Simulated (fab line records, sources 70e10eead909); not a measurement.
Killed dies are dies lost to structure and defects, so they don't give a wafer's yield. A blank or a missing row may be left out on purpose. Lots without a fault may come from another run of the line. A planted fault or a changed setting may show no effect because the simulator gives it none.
fab line records | flow nand_harc
record lots=6 wafers=18 last_day=32
route steps=1302 shown P_CONTACT@249 P_M0@253
lots that met no fault: from a run of the same line without faults
start_h: hours from the record's first day to the start of the lot's first wafer shown | wait_h: hours since the lot's step before | " the same as in the row above | L1.1+2: a row that stands for several wafers | - no value, or no start given | * or withheld: withheld | < > ~ a bound
route shown NAME@n: a module of which the file shows steps, and the number in the route of the first | usual: mean/standard deviation of fault-free wafers | same: alike in all rows | chamber/n: place in a boat | sites: the reading at each site | _std_site: their standard deviation | _edge_site: outer sites' mean less inner sites' | radius_mm: how far each site lies from the wafer's centre | mask NAME#n: copy n | behind: the tool/chamber that last shaped the wafer | hold: why the lot was held/for how many hours/how that ended | device: the transistor (n, p or np) that didn't switch | end of line: the same wafers' tests at the end of the route | a step without rows: its recipe alone | killed: dies lost to structure and defects at the first sort, not the wafer's yield | map: a wafer's dies, x killed, . not, _ none there
set.NAME: the setting as run; set.NAME@STEP: as run at that earlier step | model.NAME: the simulator's own value behind a step, which no gauge read
lots at some steps of the route; a table a step, a row a wafer
services: from which hour (start_h, from the record's first day; less than 0 if before it) a tool's chamber was out of use, for how many hours, and why
## steps
# step NHARC_P_CONTACT_CMP_24
# recipe t_overpolish_s=30 target_thk_nm=200
# usual motor_current_A=12.1/0.84 overpolish_run_s=30.000/0.0085 time_to_endpoint_s=40.6/2.3
# columns lot.wafer tool chamber start_h wait_h motor_current_A overpolish_run_s time_to_endpoint_s
L425.1 cmp-01 1 135.20 0.6 12.8 29.999 40.8
L425.2 " 2 " " 12.5 29.985 42.1
L425.6 " 1 " " 12.7 29.991 40.6
L428.1 cmp-02 0 162.15 0.6 13.1 30.003 43.5
L428.3 " 3 " " 12.8 30.001 41.7
L428.5 " 1 " " 12.0 29.989 40.1
L437.3 cmp-01 3 247.84 0.4 10.6 29.998 41.0
L437.1 " 0 " " 12.5 29.989 40.8
L437.5 " 2 " " 12.9 30.004 39.9
L440.4 cmp-01 3 279.55 0.4 10.1 30.002 36.4
L440.3 " 0 " " 12.7 29.999 36.8
L440.5 " 1 " " 12.5 30.001 37.7
L444.2 cmp-04 0 315.52 0.6 11.4 30.001 38.6
L444.6 " 0 " " 11.2 29.993 38.5
L444.5 " 1 " " 11.3 30.008 38.2
L446.3 cmp-04 1 338.58 0.4 11.5 30.005 41.5
L446.1 " 2 " " 11.0 29.999 40.8
L446.4 " 0 " " 11.1 29.994 41.8
# step NHARC_P_CONTACT_SRD_26
# step NHARC_P_CONTACT_INSPECT_27
# usual raw_defect_count=263/120
# columns lot.wafer tool chamber start_h wait_h raw_defect_count
L425.1 defect_inspect-02 - 135.60 0.1 412
L425.2 " - " " 379
L425.6 " - " " 289
L428.1 defect_inspect-01 - 162.55 0.1 384
L428.3 " - " " 307
L428.5 " - " " 418
L437.1 defect_inspect-01 - 248.19 0.1 273
L437.3 " - " " 203
L437.5 " - " " 323
L440.3 defect_inspect-02 - 279.93 0.1 415
L440.4 " - " " 270
L440.5 " - " " 225
L444.2 defect_inspect-02 - 315.92 0.1 76
L444.5 " - " " 137
L444.6 " - " " 227
L446.1 defect_inspect-02 - 338.98 0.1 255
L446.3 " - " " 246
L446.4 " - " " 275
# step NHARC_P_M0_DEP_00
# recipe target_thk_a=1500 target_thk_nm=150 temp_c=withheld pressure_torr=5 flow_sccm=200 rf_w=600 material=SiOC
# step NHARC_P_M0_DEHYDRATE_01
# recipe temp_c=150 time_s=120
# step NHARC_P_M0_HMDS_02
# recipe time_s=30
# step NHARC_P_M0_COAT_33
# recipe temp_c=200 time_s=65
# step NHARC_P_M0_COAT_03
# recipe spin_rpm=1500 resist_thk_nm=90
# step NHARC_P_M0_SOFTBAKE_04
# recipe temp_c=105 time_s=55
# step NHARC_P_M0_EBR_05
# step NHARC_P_M0_EXPOSE_06
# recipe na=1.35 target_cd_nm=90 dose_mj=81.28 mask_id=P_M0
# step NHARC_P_M0_PEB_07
# recipe peb_temp_c=100 peb_time_s=65
# usual heater_power_total_W=156.6/0.45 plate_temp_C=99.97/0.12
# columns lot.wafer tool chamber start_h wait_h heater_power_total_W plate_temp_C
L425.1 litho_track-01 0 136.29 0.1 157.2 99.91
L425.2 " 0 " " 156.9 99.93
L425.6 " 0 " " 157.1 100.01
L428.1 litho_track-04 0 163.38 0.1 157.0 100.10
L428.3 " 0 " " 157.2 100.00
L428.5 " 0 " " 156.0 100.09
L437.1 litho_track-01 0 249.02 0.1 156.0 100.02
L437.3 " 0 " " 156.7 99.94
L437.5 " 0 " " 203.9 -
L440.3 litho_track-01 0 280.68 0.0 156.9 99.95
L440.4 " 0 " " 205.7 -
L440.5 " 0 " " 205.7 -
L444.2 litho_track-04 0 316.74 0.1 156.3 100.06
L444.5 " 0 " " 157.2 99.98
L444.6 " 0 " " 156.2 99.90
L446.1 litho_track-06 0 339.80 0.1 155.9 100.01
L446.3 " 0 " " 157.1 100.20
L446.4 " 0 " " 156.5 99.86
# step NHARC_P_M0_DEVELOP_08
# recipe develop_time_s=35 dev_temp_c=23
# step NHARC_P_M0_CD_MEAS_09
# recipe target_cd_nm=90 landing_energy_ev=500
# usual cd_nm=90.0/0.51
# columns lot.wafer tool chamber start_h wait_h cd_nm
L425.1 cd_sem-03 0 136.37 - 89.5
L425.2 " 0 " " 89.5
L425.6 " 0 " " 89.6
L428.1 cd_sem-02 0 163.46 - 90.5
L428.3 " 0 " " 90.0
L428.5 " 0 " " 90.3
L437.1 cd_sem-03 0 249.10 - 90.6
L437.3 " 0 " " 91.0
L437.5 " 0 " " 71.6
L440.3 cd_sem-01 0 280.76 - 90.5
L440.4 " 0 " " 70.8
L440.5 " 0 " " 71.3
L444.2 cd_sem-03 0 316.82 - 89.2
L444.5 " 0 " " 89.0
L444.6 " 0 " " 89.4
L446.1 cd_sem-01 0 339.88 - 89.5
L446.3 " 0 " " 90.3
L446.4 " 0 " " 89.4
# step NHARC_P_M0_OVL_MEAS_10
# recipe pitch_nm=180
# usual overlay_x_nm=0.1/0.85 overlay_y_nm=0.0/0.91
# columns lot.wafer tool chamber start_h wait_h overlay_x_nm overlay_y_nm
L425.1 overlay-01 - 136.46 - 0.8 0.0
L425.2 " - " " 0.7 0.0
L425.6 " - " " 0.3 -0.2
L428.1 overlay-01 - 163.55 - 1.7 0.9
L428.3 " - " " 1.7 1.1
L428.5 " - " " 1.5 1.2
L437.1 overlay-02 - 249.18 - -0.1 -0.1
L437.3 " - " " 0.6 0.0
L437.5 " - " " 0.4 -0.3
L440.3 overlay-02 - 280.84 - 1.1 0.8
L440.4 " - " " 0.2 0.3
L440.5 " - " " 0.7 0.9
L444.2 overlay-02 - 316.91 - -0.5 -1.1
L444.5 " - " " -0.6 -0.8
L444.6 " - " " -0.4 -0.8
L446.1 overlay-01 - 339.97 - 0.1 0.9
L446.3 " - " " 0.1 0.8
L446.4 " - " " 1.0 0.9
# step NHARC_P_M0_INSPECT_11
# usual raw_defect_count=4.7/2.9
# columns lot.wafer tool chamber start_h wait_h raw_defect_count
L425.1 defect_inspect-01 - 136.50 0.0 8
L425.2 " - " " 1
L425.6 " - " " 3
L428.1 defect_inspect-01 - 163.58 0.0 11
L428.3 " - " " 7
L428.5 " - " " 6
L437.1 defect_inspect-01 - 249.22 0.0 8
L437.3 " - " " 6
L437.5 " - " " 5
L440.3 defect_inspect-02 - 280.88 0.0 5
L440.4 " - " " 5
L440.5 " - " " 6
L444.2 defect_inspect-02 - 316.95 0.0 4
L444.5 " - " " 6
L444.6 " - " " 3
L446.1 defect_inspect-01 - 340.00 0.0 4
L446.3 " - " " 6
L446.4 " - " " 2
# step NHARC_P_M0_DESCUM_14
# recipe time_s=3 o2_flow_sccm=200 ar_flow_sccm=0 bias_power_w=0 chemistry=O2
# usual drypump_motor_current_A=5.7/0.57 o2_flow_sccm=200.0/0.56 oes_product_au=1.001/0.0072 rf_vpp_V=57.9/0.91 showerhead_plenum_p_Torr=1.93/0.072 throttle_valve_pct=11.311/0.0095
# same time_s=3
# columns lot.wafer tool chamber start_h wait_h drypump_motor_current_A o2_flow_sccm oes_product_au rf_hours_counter_h rf_vpp_V showerhead_plenum_p_Torr throttle_valve_pct model.P_M0.cd_nm
L425.1 rie_diel-09 2 136.58 0.1 5.1 199.5 0.996 30 56.8 1.90 11.299 89.34
L425.2 " 3 " " 5.4 199.9 0.993 31 58.5 2.00 11.320 89.24
L425.6 " 1 " " 6.6 199.6 0.982 - 57.0 1.88 11.318 89.2
L428.1 rie_diel-09 2 163.65 0.1 5.1 199.5 1.001 1 57.8 1.90 11.314 90.33
L428.3 " 0 " " 6.4 199.5 1.005 1 58.1 2.00 11.316 89.72
L428.5 " 3 " " 5.4 200.3 1.008 - 58.8 2.00 11.294 90.02
L437.3 rie_diel-04 1 249.28 0.1 4.8 200.4 1.004 17 57.9 1.84 11.313 90.9
L437.1 " 2 " " 5.8 200.0 1.004 17 57.7 2.06 11.308 90.92
L437.5 " 2 " " 5.8 199.7 1.008 - 56.9 2.06 11.315 71.68
L440.4 rie_diel-09 3 280.94 0.1 5.5 200.0 0.992 25 58.8 1.99 11.315 71.2
L440.3 " 1 " " 6.6 199.3 1.001 24 56.8 1.88 11.307 90.77
L440.5 " 0 " " 6.4 200.7 1.010 - 57.7 1.99 11.303 71.56
L444.2 rie_diel-04 3 317.02 0.1 5.3 199.7 1.001 36 57.8 1.98 11.299 89.57
L444.6 " 2 " " 5.9 199.6 1.008 - 58.8 2.05 11.320 89.74
L444.5 " 3 " " 5.3 199.9 0.997 - 58.0 1.98 11.317 89.16
L446.4 rie_diel-09 1 340.12 0.1 6.5 200.0 1.006 2 56.2 1.87 11.307 89.92
L446.3 " 2 " " 5.1 199.8 0.998 3 56.3 1.89 11.324 90.42
L446.1 " 3 " " 5.4 200.4 0.994 3 59.0 1.99 11.325 89.26
# step NHARC_P_M0_ETCH_34
# recipe target_depth_a=400 overetch_a=120 time_s=43.94 ion_energy_ev=200 n2_flow_sccm=150 h2_flow_sccm=150 ar_flow_sccm=0 rf_w=400 bias_w=150 chemistry=N2/H2
# usual drypump_motor_current_A=5.8/0.56 h2_flow_sccm=150.0/0.48 oes_product_au=1.001/0.0072 rf_vpp_V=431.4/2.4 showerhead_plenum_p_Torr=2.07/0.081 throttle_valve_pct=14.171/0.0088
# same time_s=43.94
# columns lot.wafer tool chamber start_h wait_h drypump_motor_current_A h2_flow_sccm oes_product_au rf_hours_counter_h rf_vpp_V showerhead_plenum_p_Torr throttle_valve_pct
L425.2 rie_diel-09 2 136.65 0.1 5.1 150.1 1.010 30 431.8 2.02 14.179
L425.1 " 0 " " 6.4 149.6 0.999 29 433.4 2.14 14.172
L425.6 " 1 " " 6.5 149.8 0.998 - 431.6 2.01 14.162
L428.1 rie_diel-09 2 163.74 0.1 5.1 149.8 1.002 1 429.9 2.02 14.178
L428.3 " 3 " " 5.4 150.1 1.008 0 433.9 2.13 14.184
L428.5 " 1 " " 6.5 150.5 1.007 - 431.3 2.01 14.179
L437.1 rie_diel-04 2 249.37 0.1 5.8 150.3 0.999 17 435.7 2.20 14.171
L437.3 " 3 " " 5.3 150.5 0.995 17 432.6 2.12 14.157
L437.5 " 1 " " 4.8 150.4 1.005 - 429.9 1.95 14.166
L440.4 rie_diel-09 2 281.03 0.1 5.1 149.1 0.998 27 430.7 2.01 14.177
L440.3 " 3 " " 5.4 149.7 0.999 25 432.4 2.13 14.171
L440.5 " 1 " " 6.6 149.1 1.006 - 427.5 2.00 14.174
L444.2 rie_diel-04 3 317.10 0.1 5.3 149.9 0.989 36 433.3 2.11 14.150
L444.6 " 2 " " 5.8 150.3 1.003 - 434.4 2.19 14.180
L444.5 " 3 " " 5.3 149.7 0.998 - 432.7 2.11 14.169
L446.4 rie_diel-09 0 340.20 0.1 6.4 150.3 0.991 2 432.7 2.13 14.143
L446.1 " 1 " " 6.5 150.0 0.994 2 429.1 2.00 14.181
L446.3 " 3 " " 5.4 149.9 0.990 3 432.4 2.12 14.165
# step NHARC_P_M0_ETCH_15
# recipe target_depth_a=1500 overetch_a=150 time_s=82.5 c4f8_flow_sccm=withheld ar_flow_sccm=400 rf_w=600 bias_w=300 chemistry=C4F8/Ar
# usual oes_product_au=0.958/0.021 rf_vpp_V=441.4/2.4
# same time_s=82.5
# columns lot.wafer tool chamber start_h wait_h oes_product_au rf_hours_counter_h rf_vpp_V model.P_M0.cd_nm
L425.1 rie_diel-09 0 - - 0.958 29 443.2 89.42
L425.2 " 3 " " 0.970 31 443.8 88.95
L425.6 " 1 " " 0.956 - 438.0 89.38
L428.3 rie_diel-09 0 - - 0.987 1 443.2 89.61
L428.1 " 1 " " 0.972 1 438.6 90
L428.5 " 3 " " 0.961 - 445.1 89.85
L437.1 rie_diel-04 1 - - 0.961 17 438.7 90.8
L437.3 " 3 " " 0.970 17 444.0 90.82
L437.5 " 2 " " 0.966 - 445.5 71.23
L440.4 rie_diel-09 0 - - 0.965 24 444.4 71.09
L440.3 " 1 " " 0.965 24 440.0 90.81
L440.5 " 0 " " 0.963 - 442.9 71.57
L444.2 rie_diel-04 1 - - 0.929 34 438.9 88.97
L444.6 " 2 " " 0.928 - 445.7 89.5
L444.5 " 3 " " 0.917 - 443.3 88.86
L446.4 rie_diel-09 1 - - 0.973 2 440.3 89.8
L446.1 " 2 " " 0.967 3 438.7 89.25
L446.3 " 3 " " 0.967 3 443.6 90.58
# step NHARC_P_M0_CD_MEAS_16
# usual cd_nm=89.8/0.65
# columns lot.wafer tool chamber start_h wait_h cd_nm
L425.1 cd_sem-03 - 136.86 - 89.2
L425.2 " - " " 89.2
L425.6 " - " " 89.5
L428.1 cd_sem-03 - 163.94 - 89.6
L428.3 " - " " 89.6
L428.5 " - " " 89.7
L437.1 cd_sem-02 - 249.58 - 91.1
L437.3 " - " " 90.9
L437.5 " - " " 71.0
L440.3 cd_sem-03 - 281.25 - 91.0
L440.4 " - " " 71.2
L440.5 " - " " 71.8
L444.2 cd_sem-01 - 317.31 - 89.1
L444.5 " - " " 88.6
L444.6 " - " " 89.6
L446.1 cd_sem-02 - 340.41 - 89.2
L446.3 " - " " 90.5
L446.4 " - " " 90.2
## services
# columns tool chamber start_h hours kind
cmp-02 - 134.58 4.0 pm
rie_diel-09 3 141.87 18.9 repair
rie_diel-09 - 143.34 9.0 pm
litho_track-01 - 155.00 7.0 pm
rie_diel-04 0 155.86 3.0 repair
cmp-02 - 163.65 1.8 repair
cmp-04 - 166.10 0.3 repair
rie_diel-04 - 172.76 2.1 repair
litho_track-06 - 179.00 7.0 pm
rie_diel-04 - 179.20 9.0 pm
cmp-01 - 179.81 1.3 repair
cmp-01 - 185.50 4.0 pm
litho_track-04 - 203.01 7.0 pm
cmp-04 - 206.57 0.9 repair
cmp-04 - 209.08 4.0 pm
cmp-01 - 227.82 3.5 repair
cmp-01 - 270.18 2.5 repair
cmp-01 - 283.55 4.0 pm
rie_diel-04 1 290.02 16.2 repair
cmp-04 - 296.77 1.7 repair
cmp-04 - 307.08 4.0 pm
rie_diel-09 - 320.34 9.0 pm
cmp-04 - 326.02 3.5 repair
litho_track-01 - 330.00 7.0 pm
## key
first_sign step=NHARC_P_M0_PEB_07 reading=heater_power_total_W direction=up sigmas=99+ usual=* struck=*
effect step=NHARC_P_M0_CD_MEAS_09 reading=cd_nm direction=down sigmas=37 usual=90.0 struck=71.2
effect step=NHARC_P_M0_CD_MEAS_16 reading=cd_nm direction=down sigmas=29 usual=89.8 struck=71.3
model_effect step=NHARC_P_M0_DESCUM_14 value=P_M0.cd_nm without=90.88 struck=71.48
model_effect step=NHARC_P_M0_ETCH_15 value=P_M0.cd_nm without=90.7 struck=71.3
met_at NHARC_P_M0_PEB_07
struck_wafers L437.5,L440.4,L440.5
later_rows_left_out L437.5,L440.4,L440.5
sort_left_out L437.5,L440.4,L440.5
onset_between 136.29 249.02
fault kind=process_parameter_drift tool=litho_track-01 chamber=- onset_h=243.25 steps=NHARC_P_M0_PEB_07 channel=peb_time_s offset=* shape=step end_h=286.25 scope=struck_wafers_only acts_in=* stated=*
# sort_left_out: the simulated sort isn't trusted on such a fault, so these wafers' sort isn't shown, and their yield isn't known
# later_rows_left_out: the simulator's readings of these wafers behind a module that went badly wrong aren't trusted and aren't shown, but for the sort
